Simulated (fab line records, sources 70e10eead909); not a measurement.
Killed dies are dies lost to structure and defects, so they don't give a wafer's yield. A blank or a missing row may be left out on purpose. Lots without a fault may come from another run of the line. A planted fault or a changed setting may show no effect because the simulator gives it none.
Which tool did it? | flow nand_harc | 24 lots, 72 wafers sampled, at 6 steps of a route of 1302

WHAT THE GAUGES READ, wafer by wafer
NHARC_P_M2_CD_MEAS_09: target cd 170 nm. Usual: cd_nm 169.5 nm, standard deviation 0.83.
lot  | measured     | on        | cd_nm (nm)        | flag
L074 | day 6 14:39  | cd_sem-02 | 170.8 169.2 170.3 |
L075 | day 6 22:25  | cd_sem-01 | 168.3 170.4 167.5 |
L076 | day 7 02:43  | cd_sem-03 | 168.8 168.7 168.2 |
L077 | day 7 21:32  | cd_sem-03 | 171.0 169.9 170.1 |
L078 | day 7 22:40  | cd_sem-03 | 169.7 167.3 169.3 |
L079 | day 8 16:02  | cd_sem-03 | 168.0 168.9 169.1 |
L080 | day 8 21:25  | cd_sem-01 | 170.8 169.7 168.3 |
L081 | day 9 07:47  | cd_sem-02 | 168.3 169.4 170.0 |
L082 | day 9 15:24  | cd_sem-01 | 169.6 169.9 170.4 |
L083 | day 10 09:04 | cd_sem-03 | 169.5 169.8 170.0 |
L084 | day 10 15:58 | cd_sem-03 | 167.4 169.7 169.7 |
L085 | day 11 01:16 | cd_sem-02 | 168.9 169.9 169.6 |
L086 | day 11 06:48 | cd_sem-03 | 168.5 169.5 169.6 |
L087 | day 12 06:16 | cd_sem-02 | 168.8 170.0 169.7 |
L088 | day 12 08:07 | cd_sem-01 | 170.3 169.6 169.2 |
L089 | day 12 11:32 | cd_sem-03 | 167.5 170.1 169.6 |
L090 | day 13 02:57 | cd_sem-03 | 170.0 168.9 168.1 |
L091 | day 13 08:17 | cd_sem-02 | 169.7 169.9 170.8 |
L092 | day 14 01:26 | cd_sem-02 | 170.4 170.1 170.4 |
L093 | day 14 01:38 | cd_sem-01 | 170.1 169.4 168.8 |
L094 | day 14 22:18 | cd_sem-02 | 169.3 168.9 168.6 |
L095 | day 15 01:52 | cd_sem-02 | 169.8 170.8 170.8 |
L096 | day 15 15:04 | cd_sem-03 | 170.4 168.8 170.6 |
L097 | day 16 06:56 | cd_sem-02 | 167.6 169.1 169.7 |

NHARC_P_M2_THK_MEAS_24: measures by xrf. Usual: thk_nm 143.8 nm, standard deviation 1.8.
lot  | measured     | on            | thk_nm (nm)       | flag
L074 | day 6 17:17  | film_metro-02 | 145.6 143.8 144.6 |
L075 | day 7 01:01  | film_metro-02 | 143.5 145.1 141.0 |
L076 | day 7 05:19  | film_metro-02 | 143.4 142.6 143.7 |
L077 | day 8 00:21  | film_metro-02 | 143.5 145.9 144.3 |
L078 | day 8 01:17  | film_metro-01 | 142.2 142.0 144.1 |
L079 | day 8 18:43  | film_metro-01 | 146.9 141.7 144.2 |
L080 | day 9 02:14  | film_metro-02 | 140.2 142.9 143.4 |
L081 | day 9 10:25  | film_metro-01 | 142.5 146.7 143.1 |
L082 | day 9 18:10  | film_metro-02 | 143.8 141.0 143.7 |
L083 | day 10 11:49 | film_metro-02 | 144.6 139.7 146.8 |
L084 | day 10 18:35 | film_metro-01 | 146.0 145.2 141.2 |
L085 | day 11 03:52 | film_metro-01 | 147.6 145.8 143.9 |
L086 | day 11 09:26 | film_metro-02 | 142.5 142.6 141.8 |
L087 | day 12 08:56 | film_metro-02 | 144.2 144.1 145.5 |
L088 | day 12 10:50 | film_metro-02 | 143.9 142.2 145.8 |
L089 | day 12 14:08 | film_metro-02 | 146.6 145.4 144.1 |
L090 | day 13 05:33 | film_metro-01 | 143.3 147.1 143.8 |
L091 | day 13 10:53 | film_metro-01 | 143.3 141.7 144.1 |
L092 | day 14 04:09 | film_metro-01 | 141.9 144.0 147.2 |
L093 | day 14 04:21 | film_metro-02 | 144.2 144.1 142.4 |
L094 | day 15 00:56 | film_metro-02 | 144.7 145.4 143.8 |
L095 | day 15 04:31 | film_metro-02 | 141.7 146.9 144.0 |
L096 | day 15 17:49 | film_metro-02 | 143.1 143.8 143.7 |
L097 | day 16 09:34 | film_metro-02 | 142.3 143.1 145.8 |

WHICH TOOL RAN EACH LOT (tool, then ch and the chambers of the sampled wafers, then the start)
lot  | NHARC_P_M1_ANNEAL_31             | NHARC_P_M2_ETCH_35                 | NHARC_P_M2_STRIP_18                | NHARC_P_M2_DEGAS_29
L074 | rtp_anneal-02 ch 0, day 6 12:19  | rie_diel-13 ch 0,1, day 6 14:55    | rie_diel-01 ch 0,3, day 6 15:13    | pvd_sputter-02, day 6 15:54
L075 | rtp_anneal-02 ch 0, day 6 20:13  | rie_diel-01 ch 0,2,3, day 6 22:41  | rie_diel-01 ch 0,3, day 6 22:59    | pvd_sputter-02, day 6 23:38
L076 | rtp_anneal-02 ch 0, day 7 00:29  | rie_diel-01 ch 0,1, day 7 02:59    | rie_diel-01 ch 0,3, day 7 03:17    | pvd_sputter-02, day 7 03:55
L077 | rtp_anneal-02 ch 0, day 7 19:10  | rie_diel-09 ch 0,1,2, day 7 21:49  | rie_diel-01 ch 0,2,3, day 7 22:08  | pvd_sputter-01, day 7 22:45
L078 | rtp_anneal-01 ch 0, day 7 20:17  | rie_diel-09 ch 1,2,3, day 7 22:56  | rie_diel-01 ch 0,2,3, day 7 23:14  | pvd_sputter-02, day 7 23:53
L079 | rtp_anneal-02 ch 0, day 8 13:53  | rie_diel-09 ch 0,1,2, day 8 16:19  | rie_diel-13 ch 1,2,3, day 8 16:37  | pvd_sputter-02, day 8 17:16
L080 | rtp_anneal-02 ch 0, day 8 19:15  | rie_diel-01 ch 0,2,3, day 8 21:41  | rie_diel-13 ch 1,2, day 8 21:58    | pvd_sputter-02, day 8 22:37
L081 | rtp_anneal-01 ch 0, day 9 05:33  | rie_diel-13 ch 0,2,3, day 9 08:04  | rie_diel-01 ch 0,2, day 9 08:22    | pvd_sputter-01, day 9 08:59
L082 | rtp_anneal-02 ch 0, day 9 13:14  | rie_diel-13 ch 0,1,2, day 9 15:41  | rie_diel-13 ch 0,2,3, day 9 16:10  | pvd_sputter-01, day 9 16:46
L083 | rtp_anneal-02 ch 0, day 10 06:59 | rie_diel-01 ch 1,2,3, day 10 09:21 | rie_diel-01 ch 0,3, day 10 09:38   | pvd_sputter-03, day 10 10:17
L084 | rtp_anneal-01 ch 0, day 10 13:53 | rie_diel-01 ch 0,1,3, day 10 16:15 | rie_diel-09 ch 1,2,3, day 10 16:35 | pvd_sputter-02, day 10 17:11
L085 | rtp_anneal-01 ch 0, day 10 23:06 | rie_diel-13 ch 0,1, day 11 01:32   | rie_diel-09 ch 0,3, day 11 01:50   | pvd_sputter-02, day 11 02:30
L086 | rtp_anneal-02 ch 0, day 11 04:36 | rie_diel-09 ch 0,2,3, day 11 07:05 | rie_diel-01 ch 1,2,3, day 11 07:22 | pvd_sputter-01, day 11 08:03
L087 | rtp_anneal-02 ch 0, day 12 04:09 | rie_diel-01 ch 0,2,3, day 12 06:32 | rie_diel-13 ch 1,2,3, day 12 06:52 | pvd_sputter-01, day 12 07:33
L088 | rtp_anneal-01 ch 0, day 12 05:40 | rie_diel-01 ch 1,3, day 12 08:23   | rie_diel-01 ch 1,3, day 12 08:41   | pvd_sputter-01, day 12 09:26
L089 | rtp_anneal-01 ch 0, day 12 09:20 | rie_diel-01 ch 0,2, day 12 11:49   | rie_diel-13 ch 2,3, day 12 12:08   | pvd_sputter-03, day 12 12:44
L090 | rtp_anneal-02 ch 0, day 13 00:44 | rie_diel-13 ch 1,2,3, day 13 03:14 | rie_diel-01 ch 1,2, day 13 03:31   | pvd_sputter-01, day 13 04:09
L091 | rtp_anneal-01 ch 0, day 13 06:05 | rie_diel-01 ch 2,3, day 13 08:34   | rie_diel-13 ch 0,1, day 13 08:53   | pvd_sputter-03, day 13 09:30
L092 | rtp_anneal-02 ch 0, day 13 23:16 | rie_diel-01 ch 0,2, day 14 01:44   | rie_diel-01 ch 0,2,3, day 14 02:04 | pvd_sputter-03, day 14 02:46
L093 | rtp_anneal-01 ch 0, day 13 23:31 | rie_diel-13 ch 0,1,2, day 14 01:56 | rie_diel-13 ch 0,1,2, day 14 02:15 | pvd_sputter-02, day 14 02:57
L094 | rtp_anneal-02 ch 0, day 14 20:20 | rie_diel-09 ch 0,2,3, day 14 22:35 | rie_diel-13 ch 0,1,3, day 14 22:55 | pvd_sputter-01, day 14 23:33
L095 | rtp_anneal-02 ch 0, day 14 23:43 | rie_diel-01 ch 2,3, day 15 02:09   | rie_diel-09 ch 0,2,3, day 15 02:32 | pvd_sputter-03, day 15 03:07
L096 | rtp_anneal-01 ch 0, day 15 12:56 | rie_diel-13 ch 0,1,3, day 15 15:19 | rie_diel-01 ch 0,2,3, day 15 15:39 | pvd_sputter-02, day 15 16:20
L097 | rtp_anneal-01 ch 0, day 16 04:44 | rie_diel-13 ch 0,2,3, day 16 07:13 | rie_diel-09 ch 0,2, day 16 07:32   | pvd_sputter-02, day 16 08:09
- NHARC_P_M1_ANNEAL_31: time 90 s.
- NHARC_P_M2_ETCH_35: etches the open film in N2/H2, target depth 40 nm, overetch 12 nm, time 43.94 s.
- NHARC_P_M2_STRIP_18: strips in N2/H2.
- NHARC_P_M2_DEGAS_29: time 60 s.

WHAT THE TOOLS THEMSELVES READ (means of the sampled wafers that have a number; where no wafer has one, the mark that the record gives instead)
NHARC_P_M1_ANNEAL_31. Usual: wafer_temp_C_max 225.88, standard deviation 0.28.
lot  | tool          | wafer_temp_C_max | flag
L074 | rtp_anneal-02 | 225.71           |
L075 | rtp_anneal-02 | 225.83           |
L076 | rtp_anneal-02 | 225.97           |
L077 | rtp_anneal-02 | 225.84           |
L078 | rtp_anneal-01 | 225.97           |
L079 | rtp_anneal-02 | 225.58           |
L080 | rtp_anneal-02 | 225.59           |
L081 | rtp_anneal-01 | 225.73           |
L082 | rtp_anneal-02 | 225.87           |
L083 | rtp_anneal-02 | 225.81           |
L084 | rtp_anneal-01 | 225.80           |
L085 | rtp_anneal-01 | 226.11           |
L086 | rtp_anneal-02 | 225.71           |
L087 | rtp_anneal-02 | 225.81           |
L088 | rtp_anneal-01 | 225.73           |
L089 | rtp_anneal-01 | 226.05           |
L090 | rtp_anneal-02 | 225.70           |
L091 | rtp_anneal-01 | 226.00           |
L092 | rtp_anneal-02 | 225.91           |
L093 | rtp_anneal-01 | 226.36           |
L094 | rtp_anneal-02 | 225.55           |
L095 | rtp_anneal-02 | 225.85           |
L096 | rtp_anneal-01 | 226.45           |
L097 | rtp_anneal-01 | 226.19           |

NHARC_P_M2_ETCH_35. Usual: drypump_motor_current_A 5.4 A, standard deviation 0.48; n2_flow_sccm 150.0 sccm, standard deviation 0.43; oes_product_au 0.997 a.u., standard deviation 0.012; rf_vpp_V 431.5 V, standard deviation 2.7; showerhead_plenum_p_Torr 2.07 Torr, standard deviation 0.098; throttle_valve_pct 14.171 %, standard deviation 0.0099.
lot  | tool        | drypump_motor_current_A (A) | n2_flow_sccm (sccm) | oes_product_au (a.u.) | rf_vpp_V (V) | showerhead_plenum_p_Torr (Torr) | throttle_valve_pct (%) | flag
L074 | rie_diel-13 | 5.7                         | 149.8               | 1.007                 | 432.0        | 2.10                            | 14.175                 |
L075 | rie_diel-01 | 5.2                         | 150.5               | 0.996                 | 432.8        | 2.11                            | 14.173                 |
L076 | rie_diel-01 | 5.2                         | 149.9               | 1.005                 | 429.7        | 1.99                            | 14.168                 |
L077 | rie_diel-09 | 5.7                         | 150.0               | 1.003                 | 429.8        | 2.03                            | 14.178                 |
L078 | rie_diel-09 | 6.1                         | 150.2               | 1.016                 | 430.7        | 2.05                            | 14.165                 |
L079 | rie_diel-09 | 5.7                         | 149.9               | 1.018                 | 429.2        | 2.03                            | 14.172                 |
L080 | rie_diel-01 | 5.2                         | 150.1               | 1.002                 | 432.0        | 2.11                            | 14.174                 |
L081 | rie_diel-13 | 5.3                         | 149.7               | 0.987                 | 432.5        | 2.12                            | 14.169                 |
L082 | rie_diel-13 | 5.6                         | 150.2               | 0.990                 | 432.5        | 2.11                            | 14.167                 |
L083 | rie_diel-01 | 5.5                         | 149.8               | 0.993                 | 431.4        | 2.09                            | 14.169                 |
L084 | rie_diel-01 | 5.2                         | 149.9               | 0.997                 | 432.2        | 2.04                            | 14.172                 |
L085 | rie_diel-13 | 5.7                         | 150.2               | 0.987                 | 432.3        | 2.10                            | 14.170                 |
L086 | rie_diel-09 | 5.6                         | 150.0               | 1.010                 | 431.0        | 2.05                            | 14.166                 |
L087 | rie_diel-01 | 5.2                         | 149.8               | 0.994                 | 431.2        | 2.11                            | 14.168                 |
L088 | rie_diel-01 | 5.1                         | 150.1               | 0.992                 | 431.8        | 2.08                            | 14.170                 |
L089 | rie_diel-01 | 5.3                         | 150.1               | 1.000                 | 430.2        | 2.06                            | 14.163                 |
L090 | rie_diel-13 | 5.4                         | 150.1               | 0.986                 | 430.4        | 2.04                            | 14.174                 |
L091 | rie_diel-01 | 5.2                         | 149.9               | 0.990                 | 433.6        | 2.15                            | 14.174                 |
L092 | rie_diel-01 | 5.3                         | 149.2               | 0.995                 | 432.0        | 2.06                            | 14.170                 |
L093 | rie_diel-13 | 5.6                         | 149.9               | 0.983                 | 432.5        | 2.11                            | 14.178                 |
L094 | rie_diel-09 | 5.6                         | 150.0               | 1.005                 | 430.6        | 2.05                            | 14.168                 |
L095 | rie_diel-01 | 5.5                         | 149.9               | 0.991                 | 432.6        | 2.15                            | 14.171                 |
L096 | rie_diel-13 | 5.5                         | 150.1               | 0.988                 | 429.0        | 2.03                            | 14.176                 |
L097 | rie_diel-13 | 5.3                         | 149.8               | 0.993                 | 433.2        | 2.11                            | 14.172                 |

NHARC_P_M2_STRIP_18. Usual: drypump_motor_current_A 5.4 A, standard deviation 0.48; n2_flow_sccm 150.1 sccm, standard deviation 0.44; oes_product_au 0.997 a.u., standard deviation 0.012; rf_vpp_V 91.0 V, standard deviation 0.97; showerhead_plenum_p_Torr 2.08 Torr, standard deviation 0.096; throttle_valve_pct 14.172 %, standard deviation 0.0088.
lot  | tool        | drypump_motor_current_A (A) | n2_flow_sccm (sccm) | oes_product_au (a.u.) | rf_vpp_V (V) | showerhead_plenum_p_Torr (Torr) | throttle_valve_pct (%) | flag
L074 | rie_diel-01 | 4.8                         | 150.2               | 1.007                 | 91.5         | 2.10                            | 14.166                 |
L075 | rie_diel-01 | 4.8                         | 149.5               | 1.000                 | 91.5         | 2.10                            | 14.181                 |
L076 | rie_diel-01 | 4.9                         | 150.3               | 1.012                 | 91.6         | 2.06                            | 14.170                 |
L077 | rie_diel-01 | 5.2                         | 149.8               | 1.004                 | 91.3         | 2.11                            | 14.171                 |
L078 | rie_diel-01 | 5.2                         | 149.7               | 1.001                 | 90.9         | 2.11                            | 14.171                 |
L079 | rie_diel-13 | 5.4                         | 149.8               | 0.996                 | 90.6         | 2.04                            | 14.172                 |
L080 | rie_diel-13 | 5.6                         | 150.3               | 0.985                 | 90.6         | 2.04                            | 14.174                 |
L081 | rie_diel-01 | 5.3                         | 149.5               | 1.005                 | 90.7         | 2.06                            | 14.175                 |
L082 | rie_diel-13 | 5.3                         | 149.8               | 0.996                 | 91.5         | 2.12                            | 14.173                 |
L083 | rie_diel-01 | 4.8                         | 150.1               | 0.985                 | 91.2         | 2.10                            | 14.174                 |
L084 | rie_diel-09 | 6.1                         | 149.6               | 1.011                 | 90.8         | 2.05                            | 14.162                 |
L085 | rie_diel-09 | 5.3                         | 150.4               | 1.006                 | 91.7         | 2.11                            | 14.174                 |
L086 | rie_diel-01 | 5.5                         | 150.4               | 0.993                 | 91.0         | 2.09                            | 14.173                 |
L087 | rie_diel-13 | 5.3                         | 149.9               | 0.986                 | 90.9         | 2.04                            | 14.171                 |
L088 | rie_diel-01 | 5.1                         | 150.2               | 1.003                 | 91.5         | 2.08                            | 14.176                 |
L089 | rie_diel-13 | 5.1                         | 150.6               | 0.996                 | 91.1         | 2.12                            | 14.171                 |
L090 | rie_diel-01 | 5.8                         | 149.8               | 1.000                 | 90.2         | 2.08                            | 14.173                 |
L091 | rie_diel-13 | 5.8                         | 150.2               | 0.984                 | 91.0         | 2.03                            | 14.176                 |
L092 | rie_diel-01 | 5.2                         | 150.3               | 0.992                 | 90.7         | 2.10                            | 14.174                 |
L093 | rie_diel-13 | 5.6                         | 149.9               | 0.985                 | 91.4         | 2.11                            | 14.180                 |
L094 | rie_diel-13 | 5.5                         | 150.3               | 0.989                 | 90.5         | 2.03                            | 14.172                 |
L095 | rie_diel-09 | 5.6                         | 150.1               | 0.996                 | 91.1         | 2.05                            | 14.168                 |
L096 | rie_diel-01 | 5.2                         | 150.3               | 0.988                 | 91.6         | 2.10                            | 14.171                 |
L097 | rie_diel-09 | 5.2                         | 150.2               | 1.001                 | 91.2         | 2.02                            | 14.169                 |

NHARC_P_M2_DEGAS_29. Usual: heater_power_w 332 W, standard deviation 26.
lot  | tool           | heater_power_w (W) | flag
L074 | pvd_sputter-02 | 328                |
L075 | pvd_sputter-02 | 332                |
L076 | pvd_sputter-02 | 315                |
L077 | pvd_sputter-01 | 335                |
L078 | pvd_sputter-02 | 332                |
L079 | pvd_sputter-02 | 338                |
L080 | pvd_sputter-02 | 353                |
L081 | pvd_sputter-01 | 321                |
L082 | pvd_sputter-01 | 344                |
L083 | pvd_sputter-03 | 346                |
L084 | pvd_sputter-02 | 330                |
L085 | pvd_sputter-02 | 327                |
L086 | pvd_sputter-01 | 335                |
L087 | pvd_sputter-01 | 323                |
L088 | pvd_sputter-01 | 310                |
L089 | pvd_sputter-03 | 353                |
L090 | pvd_sputter-01 | 303                |
L091 | pvd_sputter-03 | 362                |
L092 | pvd_sputter-03 | 352                |
L093 | pvd_sputter-02 | 324                |
L094 | pvd_sputter-01 | 323                |
L095 | pvd_sputter-03 | 342                |
L096 | pvd_sputter-02 | 332                |
L097 | pvd_sputter-02 | 327                |

THE ANSWER, worked out from the rows above alone
Rule: a lot is off if the mean of its wafers that have a number lies more than 3 standard deviations from the usual mean. A lot without any number at a reading at which 4 lots or more have one is off too. The other lots that the step has rows for count as sound. The gauges are gone through in route order, then the tools' own readings, and for those a lot's mean is taken as printed above. The first step at which some lot is off is used, and at that step the reading that is off furthest; a lot without a number counts as furthest.
No lot is off at any reading shown: from this, nothing can be told.

WHAT THE SIMULATOR HAD PUT IN
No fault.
